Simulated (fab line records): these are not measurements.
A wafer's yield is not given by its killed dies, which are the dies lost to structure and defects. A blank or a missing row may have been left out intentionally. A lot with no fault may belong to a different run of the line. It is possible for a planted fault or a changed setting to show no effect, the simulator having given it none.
Which tool did it? | flow nandHarc | 24 lots, 72 wafers sampled, at 6 steps of a route of 1159

== WHAT EACH GAUGE READ, for each wafer ==
The record lacks any reading of a measuring or inspecting step that a usual standard deviation could be used to judge.

== WHAT TOOL EACH LOT RAN ON (gives the tool, then ch and the chambers of the sampled wafers, and finally the start) ==
lot  | NHARC_P_STI_DESCUM_14            | NHARC_P_GATE_DESCUM_31            | NHARC_P_CONTACT_DEGAS_38    | NHARC_P_CONTACT_CMP_24        | NHARC_P_M0_PVD_20                      | NHARC_P_M0_CMP_23
L074 | rieDiel-03 ch 1,2, day 2 12:55   | rieDiel-07 ch 0,1,2, day 4 20:54  | pvdSputter-03, day 5 19:22  | cmp-02 ch 0,1,3, day 6 03:02  | pvdSputter-01, day 6 06:52 or earlier  | cmp-02 ch 1,2, day 6 06:52
L075 | rieDiel-04 ch 0,1,3, day 2 21:31 | rieDiel-05 ch 1,2, day 5 03:37    | pvdSputter-02, day 6 02:08  | cmp-04 ch 0,2,3, day 6 09:18  | pvdSputter-01, day 6 12:45 or earlier  | cmp-03 ch 1,2, day 6 12:45
L076 | rieDiel-12 ch 0,2, day 2 21:40   | rieDiel-11 ch 0,2, day 5 03:56    | pvdSputter-01, day 6 02:31  | cmp-02 ch 0,3, day 6 09:45    | pvdSputter-01, day 6 12:19             | cmp-02 ch 2,3, day 6 13:17
L078 | rieDiel-12 ch 0,1,2, day 3 09:28 | rieDiel-07 ch 0,1,2, day 5 19:39  | pvdSputter-03, day 6 17:37  | cmp-01 ch 0,2,3, day 6 20:45  | pvdSputter-02, day 7 00:18 or earlier  | cmp-04 ch 1,2,3, day 7 00:18
L077 | rieDiel-03 ch 0,1,2, day 3 09:38 | rieDiel-05 ch 1,3, day 5 18:57    | pvdSputter-01, day 6 16:49  | cmp-02 ch 1,3, day 6 20:13    | pvdSputter-02, day 6 23:42 or earlier  | cmp-04 ch 1,2, day 6 23:42
L079 | rieDiel-03 ch 2,3, day 3 17:20   | rieDiel-05 ch 0,1,3, day 5 23:41  | pvdSputter-03, day 6 23:44  | cmp-04 ch 0,3, day 7 02:12    | pvdSputter-03, day 7 05:40 or earlier  | cmp-04 ch 0,1,3, day 7 05:40
L080 | rieDiel-04 ch 1,2,3, day 3 23:12 | rieDiel-07 ch 0,1,3, day 6 00:22  | pvdSputter-01, day 6 23:26  | cmp-02 ch 0,1, day 7 01:38    | pvdSputter-02, day 7 05:10 or earlier  | cmp-02 ch 2,3, day 7 05:10
L081 | rieDiel-04 ch 0,1,3, day 4 05:20 | rieDiel-11 ch 0,1,2, day 6 14:25  | pvdSputter-01, day 7 12:25  | cmp-01 ch 0,1,2, day 7 18:30  | pvdSputter-02, day 7 22:10 or earlier  | cmp-03 ch 0,1,2, day 7 22:10
L082 | rieDiel-03 ch 0,2, day 4 17:38   | rieDiel-07 ch 0,2,3, day 6 22:04  | pvdSputter-02, day 7 19:54  | cmp-02 ch 0,1, day 7 21:07    | pvdSputter-03, day 8 01:17 or earlier  | cmp-03 ch 0,2,3, day 8 01:17
L083 | rieDiel-04 ch 1,2,3, day 4 17:41 | rieDiel-05 ch 1,2, day 6 22:14    | pvdSputter-03, day 7 20:39  | cmp-04 ch 2,3, day 7 22:13    | pvdSputter-01, day 8 02:13 or earlier  | cmp-04 ch 0,1, day 8 02:13
L084 | rieDiel-04 ch 0,1,2, day 4 23:19 | rieDiel-07 ch 0,3, day 7 09:38    | pvdSputter-01, day 8 08:05  | cmp-02 ch 0,3, day 8 11:34    | pvdSputter-02, day 8 16:07 or earlier  | cmp-02 ch 0,3, day 8 16:07
L085 | rieDiel-12 ch 2,3, day 5 05:19   | rieDiel-11 ch 1,2, day 7 08:59    | pvdSputter-03, day 8 09:50  | cmp-04 ch 1,2, day 8 12:52    | pvdSputter-01, day 8 17:01 or earlier  | cmp-04 ch 0,2,3, day 8 17:01
L086 | rieDiel-03 ch 0,1,2, day 5 12:53 | rieDiel-11 ch 0,2,3, day 7 22:26  | pvdSputter-02, day 9 00:06  | cmp-04 ch 0,1,2, day 9 04:47  | pvdSputter-02, day 9 08:11 or earlier  | cmp-04 ch 0,1,2, day 9 08:11
L087 | rieDiel-03 ch 0,1,2, day 5 17:13 | rieDiel-07 ch 0,2, day 7 22:50    | pvdSputter-02, day 8 20:48  | cmp-04 ch 1,2,3, day 8 22:18  | pvdSputter-01, day 9 01:59 or earlier  | cmp-03 ch 0,3, day 9 01:59
L088 | rieDiel-12 ch 1,3, day 5 23:30   | rieDiel-05 ch 1,3, day 8 07:11    | pvdSputter-01, day 9 07:25  | cmp-02 ch 0,1, day 9 12:42    | pvdSputter-01, day 9 16:17 or earlier  | cmp-03 ch 0,2,3, day 9 16:17
L089 | rieDiel-12 ch 0,1,3, day 6 06:26 | rieDiel-05 ch 1,2,3, day 8 12:24  | pvdSputter-03, day 9 10:43  | cmp-02 ch 0,3, day 9 15:18    | pvdSputter-01, day 9 18:50 or earlier  | cmp-02 ch 0,2,3, day 9 18:50
L090 | rieDiel-03 ch 0,3, day 6 12:29   | rieDiel-11 ch 1,3, day 8 19:08    | pvdSputter-03, day 9 18:38  | cmp-02 ch 0,1,3, day 10 00:29 | pvdSputter-01, day 10 04:01 or earlier | cmp-02 ch 1,2, day 10 04:01
L091 | rieDiel-12 ch 1,2, day 6 17:40   | rieDiel-07 ch 1,2,3, day 8 19:22  | pvdSputter-02, day 9 18:46  | cmp-04 ch 0,2, day 10 01:00   | pvdSputter-01, day 10 04:42 or earlier | cmp-02 ch 0,1, day 10 04:42
L092 | rieDiel-03 ch 1,2, day 6 23:00   | rieDiel-11 ch 0,1, day 8 18:23    | pvdSputter-02, day 9 17:43  | cmp-04 ch 1,3, day 10 00:29   | pvdSputter-03, day 10 04:32 or earlier | cmp-04 ch 0,1,3, day 10 04:32
L093 | rieDiel-12 ch 0,1, day 7 07:03   | rieDiel-05 ch 1,2,3, day 9 10:05  | pvdSputter-03, day 10 09:25 | cmp-01 ch 1,2, day 10 13:08   | pvdSputter-03, day 10 16:40 or earlier | cmp-03 ch 1,2, day 10 16:40
L094 | rieDiel-12 ch 0,1,2, day 7 11:17 | rieDiel-11 ch 0,1,2, day 9 09:54  | pvdSputter-01, day 10 08:09 | cmp-02 ch 0,1,2, day 10 11:50 | pvdSputter-01, day 10 15:21 or earlier | cmp-04 ch 0,1,3, day 10 15:21
L095 | rieDiel-12 ch 0,1,3, day 7 17:23 | rieDiel-11 ch 0,1,3, day 9 21:13  | pvdSputter-02, day 10 19:09 | cmp-02 ch 1,2,3, day 10 20:16 | pvdSputter-03, day 10 23:53 or earlier | cmp-02 ch 0,2,3, day 10 23:53
L096 | rieDiel-12 ch 1,2,3, day 7 23:21 | rieDiel-07 ch 0,1,2, day 10 01:36 | pvdSputter-02, day 11 02:18 | cmp-01 ch 2,3, day 11 06:07   | pvdSputter-03, day 11 09:38 or earlier | cmp-03 ch 1,3, day 11 09:38
L097 | rieDiel-12 ch 2,3, day 8 05:16   | rieDiel-05 ch 1,2,3, day 10 18:27 | pvdSputter-02, day 11 16:25 | cmp-01 ch 1,2,3, day 11 19:39 | pvdSputter-03, day 11 23:46 or earlier | cmp-03 ch 0,1,3, day 11 23:46
- NHARC_P_STI_DESCUM_14: chemistry O2, time 3 s.
- NHARC_P_GATE_DESCUM_31: chemistry O2, time 3 s.
- NHARC_P_CONTACT_DEGAS_38: time 60 s.
- NHARC_P_CONTACT_CMP_24: polishes, t overpolish 30 s, target thk 200 nm.
- NHARC_P_M0_PVD_20: deposits TaN, target thk 5 nm, time 8.06 s.
- NHARC_P_M0_CMP_23: polishes, t overpolish 20 s, target thk 117.53 nm.

== WHAT THE TOOLS THEMSELVES READ (means of the sampled wafers that have a number; where no wafer has one, the mark that the record gives instead) ==
NHARC_P_STI_DESCUM_14. Usual: drypumpMotorCurrentA 5.7 A, standard deviation 0.48; oesProductAu 1.001 a.u., standard deviation 0.01; rfVppV 57.8 V, standard deviation 0.94; showerheadPlenumPTorr 1.93 Torr, standard deviation 0.073; throttleValvePct 11.310 %, standard deviation 0.0094.
lot  | tool       | drypumpMotorCurrentA (A) | oesProductAu (a.u.) | rfVppV (V) | showerheadPlenumPTorr (Torr) | throttleValvePct (%) | flag
L074 | rieDiel-03 | 6.1                      | 0.999               | 58.1       | 1.95                         | 11.308               | 
L075 | rieDiel-04 | 5.8                      | 1.004               | 57.9       | 1.93                         | 11.304               | 
L076 | rieDiel-12 | 5.3                      | 1.007               | 58.4       | 1.97                         | 11.322               | 
L078 | rieDiel-12 | 5.7                      | 1.009               | 58.0       | 1.93                         | 11.312               | 
L077 | rieDiel-03 | 5.9                      | 1.004               | 58.4       | 1.96                         | 11.308               | 
L079 | rieDiel-03 | 5.9                      | 1.001               | 58.1       | 2.00                         | 11.306               | 
L080 | rieDiel-04 | 6.0                      | 0.998               | 57.6       | 1.94                         | 11.308               | 
L081 | rieDiel-04 | 5.8                      | 0.997               | 57.9       | 1.93                         | 11.305               | 
L082 | rieDiel-03 | 5.7                      | 0.999               | 58.0       | 1.97                         | 11.309               | 
L083 | rieDiel-04 | 6.0                      | 0.995               | 57.6       | 1.94                         | 11.309               | 
L084 | rieDiel-04 | 5.6                      | 1.003               | 57.0       | 1.84                         | 11.300               | 
L085 | rieDiel-12 | 5.7                      | 0.997               | 58.2       | 1.91                         | 11.308               | 
L086 | rieDiel-03 | 5.9                      | 1.003               | 57.6       | 1.96                         | 11.315               | 
L087 | rieDiel-03 | 5.9                      | 1.001               | 58.7       | 1.96                         | 11.303               | 
L088 | rieDiel-12 | 5.7                      | 0.998               | 57.3       | 1.91                         | 11.315               | 
L089 | rieDiel-12 | 5.5                      | 1.003               | 58.7       | 1.94                         | 11.313               | 
L090 | rieDiel-03 | 5.2                      | 1.009               | 57.6       | 1.93                         | 11.302               | 
L091 | rieDiel-12 | 6.1                      | 1.012               | 57.1       | 1.89                         | 11.318               | 
L092 | rieDiel-03 | 6.2                      | 0.991               | 58.3       | 2.00                         | 11.314               | 
L093 | rieDiel-12 | 5.6                      | 1.007               | 58.0       | 1.92                         | 11.310               | 
L094 | rieDiel-12 | 5.7                      | 0.995               | 57.2       | 1.92                         | 11.313               | 
L095 | rieDiel-12 | 5.5                      | 1.007               | 57.2       | 1.93                         | 11.302               | 
L096 | rieDiel-12 | 5.9                      | 0.993               | 57.1       | 1.90                         | 11.321               | 
L097 | rieDiel-12 | 5.7                      | 0.991               | 57.6       | 1.91                         | 11.315               | 

NHARC_P_GATE_DESCUM_31. Usual: drypumpMotorCurrentA 5.8 A, standard deviation 0.44; oesProductAu 0.998 a.u., standard deviation 0.0097; rfVppV 58.0 V, standard deviation 0.85; showerheadPlenumPTorr 1.94 Torr, standard deviation 0.082; throttleValvePct 11.311 %, standard deviation 0.0084.
lot  | tool       | drypumpMotorCurrentA (A) | oesProductAu (a.u.) | rfVppV (V) | showerheadPlenumPTorr (Torr) | throttleValvePct (%) | flag
L074 | rieDiel-07 | 6.3                      | 0.991               | 57.4       | 1.97                         | 11.311               | 
L075 | rieDiel-05 | 5.6                      | 0.989               | 57.8       | 1.98                         | 11.312               | 
L076 | rieDiel-11 | 6.1                      | 0.999               | 57.5       | 1.84                         | 11.315               | 
L078 | rieDiel-07 | 6.3                      | 0.994               | 58.8       | 1.97                         | 11.312               | 
L077 | rieDiel-05 | 5.6                      | 0.993               | 58.3       | 2.00                         | 11.309               | 
L079 | rieDiel-05 | 5.6                      | 0.995               | 58.0       | 1.95                         | 11.316               | 
L080 | rieDiel-07 | 5.7                      | 0.998               | 58.4       | 1.98                         | 11.311               | 
L081 | rieDiel-11 | 5.9                      | 1.008               | 57.8       | 1.83                         | 11.314               | 
L082 | rieDiel-07 | 5.9                      | 0.992               | 58.1       | 1.99                         | 11.310               | 
L083 | rieDiel-05 | 5.6                      | 1.002               | 58.2       | 1.97                         | 11.309               | 
L084 | rieDiel-07 | 5.4                      | 0.983               | 59.1       | 2.00                         | 11.314               | 
L085 | rieDiel-11 | 5.7                      | 1.007               | 57.7       | 1.82                         | 11.307               | 
L086 | rieDiel-11 | 5.8                      | 0.997               | 57.8       | 1.89                         | 11.307               | 
L087 | rieDiel-07 | 6.5                      | 0.997               | 58.3       | 1.98                         | 11.311               | 
L088 | rieDiel-05 | 5.6                      | 0.998               | 58.5       | 1.99                         | 11.317               | 
L089 | rieDiel-05 | 5.6                      | 0.998               | 58.1       | 1.98                         | 11.311               | 
L090 | rieDiel-11 | 5.5                      | 0.996               | 57.7       | 1.94                         | 11.307               | 
L091 | rieDiel-07 | 5.9                      | 1.003               | 58.0       | 2.01                         | 11.310               | 
L092 | rieDiel-11 | 5.9                      | 1.005               | 57.8       | 1.82                         | 11.310               | 
L093 | rieDiel-05 | 5.6                      | 0.993               | 59.3       | 1.97                         | 11.306               | 
L094 | rieDiel-11 | 5.9                      | 1.001               | 58.0       | 1.82                         | 11.311               | 
L095 | rieDiel-11 | 5.7                      | 0.998               | 57.8       | 1.88                         | 11.308               | 
L096 | rieDiel-07 | 6.3                      | 1.013               | 57.1       | 1.96                         | 11.319               | 
L097 | rieDiel-05 | 5.6                      | 1.001               | 59.1       | 1.97                         | 11.304               | 

NHARC_P_CONTACT_DEGAS_38. Usual: heaterPowerW at 489 W, with a standard deviation of 60.
lot  | tool          | heaterPowerW (W) | flag
L074 | pvdSputter-03 | 456              | 
L075 | pvdSputter-02 | 438              | 
L076 | pvdSputter-01 | 523              | 
L078 | pvdSputter-03 | 513              | 
L077 | pvdSputter-01 | 540              | 
L079 | pvdSputter-03 | 453              | 
L080 | pvdSputter-01 | 518              | 
L081 | pvdSputter-01 | 511              | 
L082 | pvdSputter-02 | 440              | 
L083 | pvdSputter-03 | 475              | 
L084 | pvdSputter-01 | 545              | 
L085 | pvdSputter-03 | 528              | 
L086 | pvdSputter-02 | 484              | 
L087 | pvdSputter-02 | 461              | 
L088 | pvdSputter-01 | 486              | 
L089 | pvdSputter-03 | 537              | 
L090 | pvdSputter-03 | 478              | 
L091 | pvdSputter-02 | 428              | 
L092 | pvdSputter-02 | 464              | 
L093 | pvdSputter-03 | 496              | 
L094 | pvdSputter-01 | 494              | 
L095 | pvdSputter-02 | 483              | 
L096 | pvdSputter-02 | 472              | 
L097 | pvdSputter-02 | 480              | 

NHARC_P_CONTACT_CMP_24. Usual: motorCurrentA 12.3 A, standard deviation 0.93; overpolishRunS 29.999 s, standard deviation 0.0087; padLifeWafers 304, standard deviation 150; timeToEndpointS 39 s, standard deviation 3.4.
lot  | tool   | motorCurrentA (A) | overpolishRunS (s) | padLifeWafers | timeToEndpointS (s) | flag
L074 | cmp-02 | 12.5              | 30.007             | 260           | 39                  | 
L075 | cmp-04 | 11.5              | 29.991             | 87            | 39                  | 
L076 | cmp-02 | 11.5              | 30.012             | 294           | 37                  | 
L078 | cmp-01 | 12.8              | 29.997             | 253           | 40                  | 
L077 | cmp-02 | 12.2              | 30.004             | 344           | 42                  | 
L079 | cmp-04 | 11.3              | 29.996             | 194           | 38                  | 
L080 | cmp-02 | 12.1              | 30.001             | 384           | 42                  | 
L081 | cmp-01 | 12.6              | 30.002             | 415           | 43                  | 
L082 | cmp-02 | 13.0              | 29.995             | 20            | 40                  | 
L083 | cmp-04 | 12.0              | 30.001             | 318           | 36                  | 
L084 | cmp-02 | 11.4              | 30.000             | 114           | 38                  | 
L085 | cmp-04 | 13.1              | 29.999             | 402           | 38                  | 
L086 | cmp-04 | 12.3              | 30.001             | 487           | 41                  | 
L087 | cmp-04 | 12.4              | 29.996             | 445           | 35                  | 
L088 | cmp-02 | 12.7              | 30.010             | 318           | 42                  | 
L089 | cmp-02 | 11.2              | 30.001             | 338           | 38                  | 
L090 | cmp-02 | 12.2              | 30.001             | 397           | 40                  | 
L091 | cmp-04 | 12.1              | 30.000             | 31            | 42                  | 
L092 | cmp-04 | 12.0              | 29.998             | 26            | 38                  | 
L093 | cmp-01 | 13.2              | 30.001             | 276           | 39                  | 
L094 | cmp-02 | 11.6              | 29.995             | 464           | 42                  | 
L095 | cmp-02 | 12.5              | 30.005             | 524           | 41                  | 
L096 | cmp-01 | 13.3              | 30.004             | 396           | 44                  | 
L097 | cmp-01 | 13.2              | 29.999             | 494           | 38                  | 

NHARC_P_M0_PVD_20. Usual: throttleValvePct at 30.7 %, with a standard deviation of 1.2.
lot  | tool          | throttleValvePct (%) | flag
L074 | pvdSputter-01 | 30.8                 | 
L075 | pvdSputter-01 | 31.7                 | 
L076 | pvdSputter-01 | 31.0                 | 
L078 | pvdSputter-02 | 31.4                 | 
L077 | pvdSputter-02 | 32.1                 | 
L079 | pvdSputter-03 | 30.3                 | 
L080 | pvdSputter-02 | 31.4                 | 
L081 | pvdSputter-02 | 31.5                 | 
L082 | pvdSputter-03 | 30.3                 | 
L083 | pvdSputter-01 | 29.3                 | 
L084 | pvdSputter-02 | 32.0                 | 
L085 | pvdSputter-01 | 31.1                 | 
L086 | pvdSputter-02 | 31.1                 | 
L087 | pvdSputter-01 | 31.2                 | 
L088 | pvdSputter-01 | 30.3                 | 
L089 | pvdSputter-01 | 29.4                 | 
L090 | pvdSputter-01 | 31.3                 | 
L091 | pvdSputter-01 | 30.3                 | 
L092 | pvdSputter-03 | 30.1                 | 
L093 | pvdSputter-03 | 29.6                 | 
L094 | pvdSputter-01 | 31.3                 | 
L095 | pvdSputter-03 | 30.3                 | 
L096 | pvdSputter-03 | 30.1                 | 
L097 | pvdSputter-03 | 29.7                 | 

NHARC_P_M0_CMP_23. Usual: motorCurrentA 11.8 A, standard deviation 0.95; padLifeWafers 302, standard deviation 170; timeToEndpointS 28 s, standard deviation 3.
lot  | tool   | motorCurrentA (A) | padLifeWafers | timeToEndpointS (s) | flag
L074 | cmp-02 | 12.8              | 272           | 29                  | 
L075 | cmp-03 | 11.1              | 349           | 31                  | 
L076 | cmp-02 | 12.1              | 306           | 28                  | 
L078 | cmp-04 | 12.4              | 182           | 28                  | 
L077 | cmp-04 | 12.4              | 174           | 28                  | 
L079 | cmp-04 | 12.1              | 205           | 31                  | 
L080 | cmp-02 | 11.5              | 410           | 27                  | 
L081 | cmp-03 | 11.0              | 44            | 30                  | 
L082 | cmp-03 | 12.1              | 68            | 26                  | 
L083 | cmp-04 | 12.7              | 342           | 29                  | 
L084 | cmp-02 | 11.3              | 163           | 28                  | 
L085 | cmp-04 | 11.9              | 422           | 28                  | 
L086 | cmp-04 | 12.7              | 512           | 27                  | 
L087 | cmp-03 | 12.0              | 264           | 30                  | 
L088 | cmp-03 | 12.0              | 368           | 29                  | 
L089 | cmp-02 | 11.4              | 356           | 26                  | 
L090 | cmp-02 | 12.8              | 420           | 30                  | 
L091 | cmp-02 | 11.7              | 428           | 28                  | 
L092 | cmp-04 | 12.3              | 50            | 28                  | 
L093 | cmp-03 | 11.1              | 542           | 27                  | 
L094 | cmp-04 | 12.2              | 127           | 29                  | 
L095 | cmp-02 | 11.7              | 549           | 27                  | 
L096 | cmp-03 | 11.0              | 668           | 26                  | 
L097 | cmp-03 | 11.1              | 33            | 26                  | 

== THE ANSWER, worked out from the rows above alone ==
Rule: a lot counts as off when the mean over its wafers that have a number is more than 3 standard deviations away from the usual mean. Also off: a lot with no number at a reading for which 4 or more lots have one. Where the step has rows for the other lots, those lots are counted as sound. After the gauges, taken in route order, come the tools' own readings; for these a lot's mean is taken, as printed above. At the first step where some lot is off, the reading lying furthest off is the one used; lots without a number count as furthest.
Across all readings shown, no lot is off: no conclusion can be drawn from this.

== WHAT HAD BEEN PUT IN BY THE SIMULATOR ==
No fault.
